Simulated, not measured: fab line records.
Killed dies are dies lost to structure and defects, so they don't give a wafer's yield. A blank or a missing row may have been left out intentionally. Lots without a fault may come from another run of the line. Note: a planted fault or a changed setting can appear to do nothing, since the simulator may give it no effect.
fab line records ; flow n5-finfet
record: lots: 7; wafers: 21
route steps=1938 shown MOL_CONTACT_COAG@608 BEOL_M0_CUTY@705 BEOL_M1@761 BEOL_M2@879 BEOL_M3@950
start-h: the number of hours between the record's first day and the start of the first shown wafer of the lot ; wait-h: hours since the lot's step before ; " repeats the value in the row above ; L1.1+2: a single row standing in for several wafers ; - either no value or no given start ; * or withheld: withheld ; < > ~ a bound
route shown NAME@n: NAME is a module with steps in the file, n the number in the route of the first one ; usual: mean/standard deviation of fault-free wafers ; same: alike in all rows ; chamber/n: place in a boat ; sites: each site's reading ; _std_site: the standard deviation of these ; _edge_site: outer sites' mean less inner sites' ; radius-mm: for every site, how far away it sits from the centre of the wafer ; mask NAME#n: copy n ; behind: tool/chamber where the wafer was last shaped ; hold: what put the lot on hold/how long, in hours/how the hold closed ; device: the n, p or np transistor that did not switch ; end of line: tests of these same wafers at the route's end ; a step given without rows: its recipe and nothing more ; killed: dies lost to structure and defects at the first sort, not the wafer's yield ; map: per-die view of a wafer (x killed, . not killed, _ where there is no die)
set.NAME: the setting that was run; set.NAME@STEP: the one run at that earlier step ; model.NAME: the simulator's own value behind a step, which no gauge read
lots run with intentionally changed settings; tables by step, rows by wafer
== steps ==
step: N5_MOL_CONTACT_COAG_ALD_133
recipe: material: SiO2; target-thk-a: 50; temp-c: 100; ald-precursor-family: BDEAS; ald-co-reactant: O2-plasma; pulse-time-s: 1; co-reactant-pulse-time-s: 1; purge-time-s: 2; co-reactant-purge-time-s: 2; ald-cycles: 35; pressure-torr: 2
lot.wafer;tool;chamber;start-h;wait-h;set.ald-cycles;model.SiO2_of_MOL_CONTACT_COAG_ALD_133.thk-nm
L081.3+4+6;ald-sin-01;1,2,2;141.43;0.1;35;5
L083.2;ald-sin-02;3;160.63;0.2;35;5
L083.4+6;ald-sin-02;2,1;160.63;0.2;31;4.4
L087.2+5;ald-sin-01;3,2;181.15;0.1;31;4.4
L087.6;ald-sin-01;1;181.15;0.1;35;5
L088.1+3+5;ald-sin-04;3,2,1;183.43;0.8;35;5
L089.1+5;ald-sin-01;3,0;189.74;0.1;33;4.8
L089.2;ald-sin-01;2;189.74;0.1;35;5
L095.2+3;ald-sin-01;3,0;226.08;1.7;32;4.6
L095.4;ald-sin-01;1;226.08;1.7;35;5
L097.3;ald-sin-02;2;242.83;0.1;38;5.4
L097.5+6;ald-sin-02;1,2;242.83;0.1;35;5
step: N5_BEOL_M0_CUTY_EXPOSE_54
recipe: mask-id: M0_ABLK; na: 1.35; source-shape: conventional; sigma-outer: 0.8; polarization: unpolarized; dose-mj: 36
lot.wafer;tool;chamber;start-h;wait-h;mask;set.dose-mj
L081.3+4+6;arfi-scanner-03;0;153.45;-;M0_ABLK#0;36
L083.2+4+6;arfi-scanner-03;0;172.23;-;M0_ABLK#0;36
L087.2+5+6;arfi-scanner-01;0;193.70;-;M0_ABLK#0;36
L088.1+3+5;arfi-scanner-03;0;197.51;-;M0_ABLK#0;36
L089.1+2;arfi-scanner-01;0;202.94;-;M0_ABLK#0;36
L089.5;arfi-scanner-01;0;202.94;-;M0_ABLK#0;38.34
L095.2+3;arfi-scanner-01;0;237.05;-;M0_ABLK#0;38.41
L095.4;arfi-scanner-01;0;237.05;-;M0_ABLK#0;36
L097.3+5;arfi-scanner-02;0;255.68;-;M0_ABLK#0;33.54
L097.6;arfi-scanner-02;0;255.68;-;M0_ABLK#0;36
step: N5_BEOL_M0_CUTY_PEB_55
recipe: peb-temp-c: 110; peb-time-s: 60; resist: CAR-ArF-block
step: N5_BEOL_M0_CUTY_DEVELOP_56
recipe: develop-time-s: 30; developer: TMAH; resist: CAR-ArF-block; rinse-liquid: diw; dry: air-spin; dev-temp-c: 23
step: N5_BEOL_M0_CUTY_CD_MEAS_57
recipe: target-cd-nm: 200; landing-energy-ev: 500; detector: se-inlens; polarity: line
usual: cd-nm: 200.1/0.88
lot.wafer;tool;chamber;start-h;wait-h;set.dose-mj@BEOL_M0_CUTY_EXPOSE_54;cd-nm
L081.3;cd-sem-03;0;153.57;-;36;200.8
L081.4;cd-sem-03;0;153.57;-;36;201.0
L081.6;cd-sem-03;0;153.57;-;36;198.8
L083.2;cd-sem-03;0;172.35;-;36;199.6
L083.4;cd-sem-03;0;172.35;-;36;199.8
L083.6;cd-sem-03;0;172.35;-;36;199.2
L087.2;cd-sem-03;0;193.82;-;36;200.5
L087.5;cd-sem-03;0;193.82;-;36;200.2
L087.6;cd-sem-03;0;193.82;-;36;201.4
L088.1;cd-sem-03;0;197.64;-;36;200.8
L088.3;cd-sem-03;0;197.64;-;36;198.9
L088.5;cd-sem-03;0;197.64;-;36;199.0
L089.1;cd-sem-01;0;203.06;-;36;199.2
L089.2;cd-sem-01;0;203.06;-;36;199.7
L089.5;cd-sem-01;0;203.06;-;38.34;195.2
L095.2;cd-sem-01;0;237.17;-;38.41;195.1
L095.3;cd-sem-01;0;237.17;-;38.41;196.6
L095.4;cd-sem-01;0;237.17;-;36;200.4
L097.3;cd-sem-01;0;255.80;-;33.54;205.5
L097.5;cd-sem-01;0;255.80;-;33.54;205.5
L097.6;cd-sem-01;0;255.80;-;36;200.9
step: N5_BEOL_M0_CUTY_ETCH_63
recipe: chemistry: N2/H2; target: SOC; target-depth-a: 827; overetch-a: 165; mask-material: SiARC; temp-c: 40; ion-energy-ev: 200; time-s: 124; pressure-mtorr: 30; source-w: 840; bias-w: 150; n2-flow-sccm: 200; h2-flow-sccm: 200
usual: rf-vpp-V: 524.4/2.9
lot.wafer;tool;chamber;start-h;wait-h;set.source-w;rf-vpp-V
L081.3;rie-diel-05;1;153.73;0.0;933.4;501.1
L081.4;rie-diel-05;0;153.73;0.0;933.4;507.4
L081.6;rie-diel-05;2;153.73;0.0;840;525.1
L083.2;rie-diel-02;3;172.52;0.0;840;520.2
L083.4;rie-diel-02;2;172.52;0.0;840;525.1
L083.6;rie-diel-02;3;172.52;0.0;906.2;508.4
L087.2;rie-diel-04;0;193.99;0.0;840;528.4
L087.5;rie-diel-04;3;193.99;0.0;840;525.7
L087.6;rie-diel-04;0;193.99;0.0;840;527.1
L088.1;rie-diel-05;0;197.81;0.0;840;526.3
L088.3;rie-diel-05;2;197.81;0.0;840;526.8
L088.5;rie-diel-05;3;197.81;0.0;840;525.7
L089.1;rie-diel-05;3;203.23;0.0;907.6;514.8
L089.2;rie-diel-05;0;203.23;0.0;907.6;511.9
L089.5;rie-diel-05;0;203.23;0.0;840;524.9
L095.2;rie-diel-05;1;237.34;0.0;840;528.0
L095.3;rie-diel-05;0;237.34;0.0;840;525.9
L095.4;rie-diel-05;2;237.34;0.0;840;525.2
L097.3;rie-diel-04;2;255.97;0.0;840;523.0
L097.5;rie-diel-04;2;255.97;0.0;840;523.4
L097.6;rie-diel-04;3;255.97;0.0;794.5;535.7
step: N5_BEOL_M1_EXPOSE_08
recipe: mask-id: M1; na: 0.33; source-shape: dipole; sigma-inner: 0.369; sigma-outer: 0.767; polarization: unpolarized; dose-mj: 33
lot.wafer;tool;chamber;start-h;wait-h;mask;set.dose-mj
L081.3+4+6;euv-scanner-02;0;162.02;-;M1#0;33
L083.2+4+6;euv-scanner-02;0;181.34;-;M1#0;33
L087.2+5;euv-scanner-01;0;203.44;-;M1#0;32.11
L087.6;euv-scanner-01;0;203.44;-;M1#0;33
L088.1+3+5;euv-scanner-02;0;206.94;-;M1#0;33
L089.1+2+5;euv-scanner-01;0;216.79;-;M1#0;33
L095.2;euv-scanner-02;0;244.27;-;M1#0;31.1
L095.3+4;euv-scanner-02;0;244.27;-;M1#0;33
L097.3+5+6;euv-scanner-02;0;260.71;-;M1#0;33
step: N5_BEOL_M1_PEB_09
recipe: peb-temp-c: 100; peb-time-s: 60; resist: CAR-EUV
step: N5_BEOL_M1_DEVELOP_10
recipe: develop-time-s: 30; developer: TMAH; resist: CAR-EUV; rinse-liquid: surfactant-rinse; dry: air-spin; dev-temp-c: 23
step: N5_BEOL_M1_DESCUM_16
recipe: chemistry: O2; time-s: 7; source-power-w: 50; bias-power-w: 20; pressure-mtorr: 20; rf-frequency-hz: 2.712e+07; temp-c: 40; resist: CAR-EUV; o2-flow-sccm: 225
step: N5_BEOL_M1_ETCH_74
recipe: chemistry: N2/H2; target: underlayer; target-depth-a: 65; mask-material: CAR-EUV; time-s: 5.2; ion-energy-ev: 200; pressure-mtorr: 30; source-w: 840; bias-w: 150; n2-flow-sccm: 200; h2-flow-sccm: 200; ends: cleared
lot.wafer;tool;chamber;start-h;wait-h;set.dose-mj@BEOL_M1_EXPOSE_08;model.BEOL_M1.cd-offset-nm
L081.3;rie-diel-03;0;162.29;0.0;33;0
L081.4;rie-diel-03;1;162.29;0.0;33;-0.2
L081.6;rie-diel-03;2;162.29;0.0;33;0.2
L083.2;rie-diel-01;1;181.84;0.0;33;0.2
L083.4;rie-diel-01;0;181.84;0.0;33;-0.2
L083.6;rie-diel-01;0;181.84;0.0;33;0
L087.2;rie-diel-03;2;203.72;0.0;32.11;-0.8
L087.5;rie-diel-03;0;203.72;0.0;32.11;-0.6
L087.6;rie-diel-03;3;203.72;0.0;33;0
L088.1+3+5;rie-diel-03;0,3,3;207.23;0.0;33;0.2
L089.1+5;rie-diel-06;3;217.09;0.0;33;0
L089.2;rie-diel-06;1;217.09;0.0;33;0.2
L095.2;rie-diel-06;0;244.77;0.0;31.1;-1
L095.3+4;rie-diel-06;2,3;244.77;0.0;33;0
L097.3+6;rie-diel-06;1,2;260.98;0.0;33;0.2
L097.5;rie-diel-06;3;260.98;0.0;33;0
step: N5_BEOL_M1_ETCH_63
recipe: chemistry: CF4; target: SiARC; target-depth-a: 156; mask-material: CAR-EUV; time-s: 26; ion-energy-ev: 80; pressure-mtorr: 40; source-w: 545; bias-w: 36; Ar_flow_sccm: 100; cf4-flow-sccm: 100; ends: cleared
lot.wafer;tool;chamber;start-h;wait-h;set.dose-mj@BEOL_M1_EXPOSE_08;model.BEOL_M1.cd-offset-nm
L081.3;rie-diel-03;0;162.31;0.0;33;0
L081.4;rie-diel-03;1;162.31;0.0;33;-0.2
L081.6;rie-diel-03;2;162.31;0.0;33;0.2
L083.2;rie-diel-01;1;181.85;0.0;33;0.2
L083.4;rie-diel-01;0;181.85;0.0;33;-0.2
L083.6;rie-diel-01;0;181.85;0.0;33;0
L087.2;rie-diel-03;2;203.74;0.0;32.11;-0.8
L087.5;rie-diel-03;0;203.74;0.0;32.11;-0.6
L087.6;rie-diel-03;3;203.74;0.0;33;0
L088.1+3+5;rie-diel-03;0,3,3;207.25;0.0;33;0
L089.1;rie-diel-06;3;217.10;0.0;33;-0.2
L089.2;rie-diel-06;1;217.10;0.0;33;0.2
L089.5;rie-diel-06;3;217.10;0.0;33;0
L095.2;rie-diel-06;0;244.78;0.0;31.1;-1
L095.3;rie-diel-06;2;244.78;0.0;33;0.2
L095.4;rie-diel-06;3;244.78;0.0;33;0
L097.3+6;rie-diel-06;1,2;261.00;0.0;33;0.2
L097.5;rie-diel-06;3;261.00;0.0;33;0
step: N5_BEOL_M2_DESCUM_33
recipe: chemistry: O2; time-s: 7; source-power-w: 50; bias-power-w: 20; pressure-mtorr: 20; rf-frequency-hz: 2.712e+07; temp-c: 40; resist: CAR-EUV; o2-flow-sccm: 225
lot.wafer;tool;chamber;start-h;wait-h;set.time-s;model.CAR-EUV_of_BEOL_M2_COAT_22.thk-nm
L081.3+4+6;rie-diel-04;2,3,3;186.69;0.0;7;26
L083.2+4;rie-diel-05;1,2;199.51;0.0;7;26
L083.6;rie-diel-05;3;199.51;0.0;7;26.2
L087.2;rie-diel-04;1;214.47;0.0;7;26.2
L087.5+6;rie-diel-04;1,0;214.47;0.0;5.721;26.8
L088.1+3+5;rie-diel-05;2,3,2;217.54;0.0;7;26
L089.1+2;rie-diel-04;1,0;240.46;0.0;6.244;26.4
L089.5;rie-diel-04;3;240.46;0.0;7;26
L095.2+4;rie-diel-05;1,3;262.19;0.0;6.258;26.4
L095.3;rie-diel-05;0;262.19;0.0;7;26.2
L097.3+6;rie-diel-02;2,0;302.50;0.1;5.628;26.8
L097.5;rie-diel-02;1;302.50;0.1;7;26
step: N5_BEOL_M2_ETCH_77
recipe: chemistry: N2/H2; target: underlayer; target-depth-a: 65; mask-material: CAR-EUV; time-s: 5.2; ion-energy-ev: 200; pressure-mtorr: 30; source-w: 840; bias-w: 150; n2-flow-sccm: 200; h2-flow-sccm: 200; ends: cleared
lot.wafer;tool;chamber;start-h;wait-h;set.time-s@BEOL_M2_DESCUM_33;model.CAR-EUV_of_BEOL_M2_COAT_22.thk-nm
L081.3+4+6;rie-diel-04;2,3,3;186.73;0.0;7;20.2
L083.2+6;rie-diel-05;1,3;199.55;0.0;7;20.4
L083.4;rie-diel-05;2;199.55;0.0;7;20.2
L087.2;rie-diel-04;1;214.50;0.0;7;20.6
L087.5+6;rie-diel-04;1,0;214.50;0.0;5.721;21
L088.1+3+5;rie-diel-05;2,3,2;217.58;0.0;7;20.2
L089.1;rie-diel-04;1;240.49;0.0;6.244;20.6
L089.2;rie-diel-04;0;240.49;0.0;6.244;20.8
L089.5;rie-diel-04;3;240.49;0.0;7;20.4
L095.2+4;rie-diel-05;1,3;262.22;0.0;6.258;20.8
L095.3;rie-diel-05;0;262.22;0.0;7;20.4
L097.3+6;rie-diel-02;2,0;302.53;0.0;5.628;21
L097.5;rie-diel-02;1;302.53;0.0;7;20.2
step: N5_BEOL_M2_ETCH_69
recipe: chemistry: CF4; target: SiARC; target-depth-a: 156; mask-material: CAR-EUV; time-s: 26; ion-energy-ev: 80; pressure-mtorr: 40; source-w: 545; bias-w: 36; Ar_flow_sccm: 100; cf4-flow-sccm: 100; ends: cleared
lot.wafer;tool;chamber;start-h;wait-h;set.time-s@BEOL_M2_DESCUM_33;model.CAR-EUV_of_BEOL_M2_COAT_22.thk-nm
L081.3+4+6;rie-diel-04;2,3,3;186.74;0.0;7;11
L083.2+4;rie-diel-05;1,2;199.56;0.0;7;11.2
L083.6;rie-diel-05;3;199.56;0.0;7;11.4
L087.2;rie-diel-04;1;214.52;0.0;7;11.4
L087.5+6;rie-diel-04;1,0;214.52;0.0;5.721;11.8
L088.1+3+5;rie-diel-05;2,3,2;217.59;0.0;7;11
L089.1+2;rie-diel-04;1,0;240.51;0.0;6.244;11.4
L089.5;rie-diel-04;3;240.51;0.0;7;11
L095.2;rie-diel-05;1;262.24;0.0;6.258;11.4
L095.3;rie-diel-05;0;262.24;0.0;7;11.2
L095.4;rie-diel-05;3;262.24;0.0;6.258;11.6
L097.3;rie-diel-02;2;302.55;0.0;5.628;11.8
L097.5;rie-diel-02;1;302.55;0.0;7;11.2
L097.6;rie-diel-02;0;302.55;0.0;5.628;12
step: N5_BEOL_M2_ALD_98
recipe: material: SiO2; target-thk-a: 25; temp-c: 100; ald-precursor-family: BDEAS; ald-co-reactant: O2-plasma; pulse-time-s: 1; co-reactant-pulse-time-s: 1; purge-time-s: 2; co-reactant-purge-time-s: 2; ald-cycles: 17; pressure-torr: 2
lot.wafer;tool;chamber;start-h;wait-h;set.ald-cycles
L081.3+4+6;ald-sin-04;2,1,0;186.83;0.1;17
L083.2+4+6;ald-sin-04;0,2,2;199.65;0.1;17
L087.2+5+6;ald-sin-01;3,3,2;214.69;0.1;17
L088.1+3+5;ald-sin-04;1,0,2;217.77;0.2;17
L089.1;ald-sin-03;3;240.60;0.1;17
L089.2+5;ald-sin-03;2,0;240.60;0.1;16
L095.2;ald-sin-03;0;262.32;0.1;17
L095.3+4;ald-sin-03;3,1;262.32;0.1;18
L097.3+5+6;ald-sin-04;1,3,0;302.63;0.1;17
step: N5_BEOL_M2_ETCHBACK_99
recipe: chemistry: CHF3; target: SiO2; target-depth-a: 50; time-s: 10.4; source-w: 215; bias-w: 47; Ar_flow_sccm: 200; CHF3_flow_sccm: 12; ion-energy-ev: 100; pressure-mtorr: 30
lot.wafer;tool;chamber;start-h;wait-h;set.time-s@BEOL_M2_DESCUM_33;model.CAR-EUV_of_BEOL_M2_COAT_22.thk-nm
L081.3+4;rie-diel-02;0,3;198.61;11.7;7;10.4
L081.6;rie-diel-02;0;198.61;11.7;7;10.2
L083.2+4;rie-diel-04;3,2;240.60;40.9;7;10.4
L083.6;rie-diel-04;1;240.60;40.9;7;10.6
L087.2;rie-diel-04;2;280.06;65.3;7;10.6
L087.5+6;rie-diel-04;2,1;280.06;65.3;5.721;11.2
L088.1;rie-diel-05;3;281.77;63.9;7;10.2
L088.3+5;rie-diel-05;1,3;281.77;63.9;7;10.4
L089.1+2;rie-diel-05;3,0;291.50;50.8;6.244;10.8
L089.5;rie-diel-05;2;291.50;50.8;7;10.4
L095.2+4;rie-diel-05;0,2;302.89;40.5;6.258;10.8
L095.3;rie-diel-05;1;302.89;40.5;7;10.4
L097.3+6;rie-diel-04;1;322.70;20.0;5.628;11.2
L097.5;rie-diel-04;2;322.70;20.0;7;10.4
step: N5_BEOL_M3_ETCH_64
recipe: chemistry: N2/H2; target: SOC; target-depth-a: 750; overetch-a: 150; mask-material: SiARC; temp-c: 40; time-s: 112.5; ion-energy-ev: 200; pressure-mtorr: 30; source-w: 840; bias-w: 150; n2-flow-sccm: 200; h2-flow-sccm: 200
lot.wafer;tool;chamber;start-h;wait-h;set.time-s;model.SiARC_of_BEOL_M3_COAT_62.thk-nm
L081.3+6;rie-diel-06;1,3;205.01;0.0;112.5;7
L081.4;rie-diel-06;2;205.01;0.0;112.5;6.8
L083.2+6;rie-diel-01;2,3;245.63;0.0;121;6.4
L083.4;rie-diel-01;2;245.63;0.0;112.5;6.8
L087.2;rie-diel-06;0;286.56;0.0;112.5;7
L087.5;rie-diel-06;3;286.56;0.0;131;6.2
L087.6;rie-diel-06;0;286.56;0.0;131;6
L088.1+5;rie-diel-03;2,1;287.11;0.0;112.5;6.8
L088.3;rie-diel-03;3;287.11;0.0;112.5;7
L089.1;rie-diel-01;0;298.38;0.0;95.72;7.6
L089.2;rie-diel-01;1;298.38;0.0;112.5;6.8
L089.5;rie-diel-01;2;298.38;0.0;112.5;7
L095.2+3;rie-diel-01;3,0;308.04;0.0;135.6;5.6
L095.4;rie-diel-01;2;308.04;0.0;112.5;6.8
L097.3;rie-diel-03;2;327.82;0.0;122.7;6.2
L097.5+6;rie-diel-03;2,3;327.82;0.0;112.5;6.8
step: N5_BEOL_M3_STRIP_65
recipe: chemistry: N2/H2; temp-c: 40; n2-flow-sccm: 200; h2-flow-sccm: 200; rf-frequency-hz: 6e+07
step: N5_BEOL_M3_STRIP_75
recipe: chemistry: N2/H2; temp-c: 40; n2-flow-sccm: 200; h2-flow-sccm: 200; rf-frequency-hz: 6e+07
step: N5_BEOL_M3_STRIP_66
recipe: chemistry: CF4; resist: SiARC; power-w: 300; bias-power-w: 75; pressure-mtorr: 50; cf4-flow-sccm: 150; rf-frequency-hz: 6e+07
step: N5_BEOL_M3_HM_OPEN_17
recipe: chemistry: Cl2/BCl3; target-depth-a: 200; overetch-a: 60; target: TiN; mask-material: SOC; ion-energy-ev: 150; pressure-mtorr: 10; icp-w: 1000; bias-w: 126; Cl2_flow_sccm: 53.25; bcl3-flow-sccm: 21.75; Ar_flow_sccm: 25
lot.wafer;tool;chamber;start-h;wait-h;set.time-s@BEOL_M3_ETCH_64;model.etch.depth-nm
L081.3;rie-metal-01;1;205.21;0.1;112.5;19.92
L081.4;rie-metal-01;0;205.21;0.1;112.5;19.9
L081.6;rie-metal-01;1;205.21;0.1;112.5;19.96
L083.2;rie-metal-03;0;245.80;0.0;121;18.88
L083.4;rie-metal-03;1;245.80;0.0;112.5;19.78
L083.6;rie-metal-03;0;245.80;0.0;121;19.03
L087.2;rie-metal-02;1;286.73;0.0;112.5;19.55
L087.5;rie-metal-02;0;286.73;0.0;131;17.83
L087.6;rie-metal-02;1;286.73;0.0;131;17.68
L088.1;rie-metal-02;1;287.28;0.0;112.5;19.74
L088.3;rie-metal-02;1;287.28;0.0;112.5;19.72
L088.5;rie-metal-02;0;287.28;0.0;112.5;19.81
L089.1;rie-metal-01;0;298.54;0.0;95.72;19.94
L089.2;rie-metal-01;1;298.54;0.0;112.5;19.82
L089.5;rie-metal-01;1;298.54;0.0;112.5;19.91
L095.2;rie-metal-02;0;308.22;0.0;135.6;17.45
L095.3;rie-metal-02;0;308.22;0.0;135.6;17.33
L095.4;rie-metal-02;1;308.22;0.0;112.5;19.55
L097.3;rie-metal-02;0;328.02;0.1;122.7;18.6
L097.5;rie-metal-02;0;328.02;0.1;112.5;19.73
L097.6;rie-metal-02;1;328.02;0.1;112.5;19.6
step: N5_BEOL_M3_COAT_67
recipe: resist: SOC; temp-c: 250; time-s: 60; spin-rpm: 1500; resist-thk-nm: 60
lot.wafer;tool;chamber;start-h;wait-h;set.spin-rpm;model.SOC_of_BEOL_M3_COAT_67.thk-nm
L081.3;litho-track-01;0;205.39;0.0;1616;58.2
L081.4;litho-track-01;0;205.39;0.0;1616;58
L081.6;litho-track-01;0;205.39;0.0;1500;60.2
L083.2+4;litho-track-01;0;246.02;0.0;1500;60
L083.6;litho-track-01;0;246.02;0.0;1500;60.2
L087.2+5+6;litho-track-04;0;286.95;0.0;1500;60.2
L088.1;litho-track-04;0;287.50;0.0;1500;60
L088.3+5;litho-track-04;0;287.50;0.0;1500;60.2
L089.1+5;litho-track-01;0;298.76;0.0;1500;60
L089.2;litho-track-01;0;298.76;0.0;1648;57.4
L095.2;litho-track-03;0;308.44;0.0;1344;63.4
L095.3;litho-track-03;0;308.44;0.0;1344;63.2
L095.4;litho-track-03;0;308.44;0.0;1500;59.8
L097.3;litho-track-01;0;328.21;0.0;1629;57.6
L097.5;litho-track-01;0;328.21;0.0;1500;60
L097.6;litho-track-01;0;328.21;0.0;1500;60.2
step: N5_BEOL_M3_COAT_68
recipe: resist: SiARC; temp-c: 220; time-s: 60; spin-rpm: 1500; resist-thk-nm: 12
step: N5_BEOL_M3_COAT_76
recipe: resist: underlayer; temp-c: 205; time-s: 60; spin-rpm: 1500; resist-thk-nm: 5
step: N5_BEOL_M3_ALD_98
recipe: material: SiO2; target-thk-a: 25; temp-c: 100; ald-precursor-family: BDEAS; ald-co-reactant: O2-plasma; pulse-time-s: 1; co-reactant-pulse-time-s: 1; purge-time-s: 2; co-reactant-purge-time-s: 2; ald-cycles: 17; pressure-torr: 2
step: N5_BEOL_M3_ETCHBACK_99
recipe: chemistry: CHF3; target: SiO2; target-depth-a: 50; time-s: 10.4; source-w: 215; bias-w: 47; Ar_flow_sccm: 200; CHF3_flow_sccm: 12; ion-energy-ev: 100; pressure-mtorr: 30
step: N5_BEOL_M3_ETCH_70
recipe: chemistry: N2/H2; target: SOC; target-depth-a: 800; overetch-a: 160; mask-material: SiARC; temp-c: 40; time-s: 120; ion-energy-ev: 200; pressure-mtorr: 30; source-w: 840; bias-w: 150; n2-flow-sccm: 200; h2-flow-sccm: 200
lot.wafer;tool;chamber;start-h;wait-h;set.spin-rpm@BEOL_M3_COAT_67;model.etch.depth-nm
L081.3;rie-diel-06;1;213.01;0.0;1616;58.18
L081.4;rie-diel-06;3;213.01;0.0;1616;58.09
L081.6;rie-diel-06;2;213.01;0.0;1500;60.21
L083.2;rie-diel-03;1;262.42;0.0;1500;60.08
L083.4;rie-diel-03;2;262.42;0.0;1500;60.09
L083.6;rie-diel-03;3;262.42;0.0;1500;60.22
L087.2;rie-diel-01;1;313.43;0.0;1500;60.21
L087.5;rie-diel-01;1;313.43;0.0;1500;60.13
L087.6;rie-diel-01;0;313.43;0.0;1500;60.24
L088.1;rie-diel-01;0;318.27;0.0;1500;60.01
L088.3;rie-diel-01;1;318.27;0.0;1500;60.25
L088.5;rie-diel-01;0;318.27;0.0;1500;60.27
L089.1;rie-diel-01;3;330.37;0.0;1500;59.98
L089.2;rie-diel-01;2;330.37;0.0;1648;57.37
L089.5;rie-diel-01;1;330.37;0.0;1500;60.04
L095.2;rie-diel-01;1;334.78;0.0;1344;63.37
L095.3;rie-diel-01;0;334.78;0.0;1344;63.22
L095.4;rie-diel-01;2;334.78;0.0;1500;59.78
L097.3;rie-diel-01;1;345.66;0.0;1629;57.63
L097.5;rie-diel-01;3;345.66;0.0;1500;59.94
L097.6;rie-diel-01;0;345.66;0.0;1500;60.11
step: N5_BEOL_M3_STRIP_71
recipe: chemistry: N2/H2; temp-c: 40; n2-flow-sccm: 200; h2-flow-sccm: 200; rf-frequency-hz: 6e+07
step: N5_BEOL_M3_STRIP_78
recipe: chemistry: N2/H2; temp-c: 40; n2-flow-sccm: 200; h2-flow-sccm: 200; rf-frequency-hz: 6e+07
step: N5_BEOL_M3_VIA_ETCH_34
recipe: chemistry: C4F6/O2; target-depth-a: 694; mask-material: SOC; pressure-mtorr: 15; ion-energy-ev: 250; taper-deg: 4; time-s: 65.9; source-w: 350; bias-w: 170; Ar_flow_sccm: 300; C4F6_flow_sccm: 10; O2_flow_sccm: 10
lot.wafer;tool;chamber;start-h;wait-h;set.spin-rpm@BEOL_M3_COAT_67;model.SOC_of_BEOL_M3_COAT_67.thk-nm
L081.3;rie-diel-06;1;213.11;0.0;1616;50
L081.4;rie-diel-06;3;213.11;0.0;1616;50.2
L081.6;rie-diel-06;2;213.11;0.0;1500;52
L083.2+6;rie-diel-03;1,3;262.52;0.0;1500;52
L083.4;rie-diel-03;2;262.52;0.0;1500;51.8
L087.2+6;rie-diel-01;1,0;313.53;0.0;1500;52.2
L087.5;rie-diel-01;1;313.53;0.0;1500;52
L088.1;rie-diel-01;0;318.37;0.0;1500;51.8
L088.3+5;rie-diel-01;1,0;318.37;0.0;1500;52
L089.1;rie-diel-01;3;330.47;0.0;1500;51.6
L089.2;rie-diel-01;2;330.47;0.0;1648;49.2
L089.5;rie-diel-01;1;330.47;0.0;1500;51.8
L095.2;rie-diel-01;1;334.88;0.0;1344;55.2
L095.3;rie-diel-01;0;334.88;0.0;1344;54.8
L095.4;rie-diel-01;2;334.88;0.0;1500;51.6
L097.3;rie-diel-01;1;345.76;0.0;1629;49.6
L097.5;rie-diel-01;3;345.76;0.0;1500;51.8
L097.6;rie-diel-01;0;345.76;0.0;1500;52
== key ==
split: step: N5_MOL_CONTACT_COAG_ALD_133; setting: ald-cycles; stated: 35; by: wafer
response: step: N5_MOL_CONTACT_COAG_ALD_133; reading: model.SiO2_of_MOL_CONTACT_COAG_ALD_133.thk-nm; change: +0.0493; per: 1%; r: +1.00
split: step: N5_BEOL_M0_CUTY_EXPOSE_54; setting: dose-mj; stated: 36; by: wafer
response: step: N5_BEOL_M0_CUTY_CD_MEAS_57; reading: cd-nm; change: -0.666; per: 1%; r: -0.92
split: step: N5_BEOL_M0_CUTY_ETCH_63; setting: source-w; stated: 840; by: wafer
response: step: N5_BEOL_M0_CUTY_ETCH_63; reading: rf-vpp-V; change: -1.8; per: 1%; r: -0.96
split: step: N5_BEOL_M1_EXPOSE_08; setting: dose-mj; stated: 33; by: wafer
response: step: N5_BEOL_M1_ETCH_74; reading: model.BEOL_M1.cd-offset-nm; change: +0.189; per: 1%; r: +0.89
response: step: N5_BEOL_M1_ETCH_63; reading: model.BEOL_M1.cd-offset-nm; change: +0.203; per: 1%; r: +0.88
split: step: N5_BEOL_M2_DESCUM_33; setting: time-s; stated: 7; by: wafer
response: step: N5_BEOL_M2_DESCUM_33; reading: model.CAR-EUV_of_BEOL_M2_COAT_22.thk-nm; change: -0.0349; per: 1%; r: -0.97
response: step: N5_BEOL_M2_ETCH_77; reading: model.CAR-EUV_of_BEOL_M2_COAT_22.thk-nm; change: -0.0322; per: 1%; r: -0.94
response: step: N5_BEOL_M2_ETCH_69; reading: model.CAR-EUV_of_BEOL_M2_COAT_22.thk-nm; change: -0.0301; per: 1%; r: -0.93
response: step: N5_BEOL_M2_ETCHBACK_99; reading: model.CAR-EUV_of_BEOL_M2_COAT_22.thk-nm; change: -0.0372; per: 1%; r: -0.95
split: step: N5_BEOL_M2_ALD_98; setting: ald-cycles; stated: 17; by: wafer
response none clear
split: step: N5_BEOL_M3_ETCH_64; setting: time-s; stated: 112.5; by: wafer
response: step: N5_BEOL_M3_ETCH_64; reading: model.SiARC_of_BEOL_M3_COAT_62.thk-nm; change: -0.0554; per: 1%; r: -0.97
response: step: N5_BEOL_M3_HM_OPEN_17; reading: model.etch.depth-nm; shape: bent; at-lowest: 19.94; at-stated: 19.77; at-highest: 17.39
split: step: N5_BEOL_M3_COAT_67; setting: spin-rpm; stated: 1500; by: wafer
response: step: N5_BEOL_M3_COAT_67; reading: model.SOC_of_BEOL_M3_COAT_67.thk-nm; change: -0.294; per: 1%; r: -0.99
response: step: N5_BEOL_M3_ETCH_70; reading: model.etch.depth-nm; change: -0.293; per: 1%; r: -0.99
response: step: N5_BEOL_M3_VIA_ETCH_34; reading: model.SOC_of_BEOL_M3_COAT_67.thk-nm; change: -0.279; per: 1%; r: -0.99
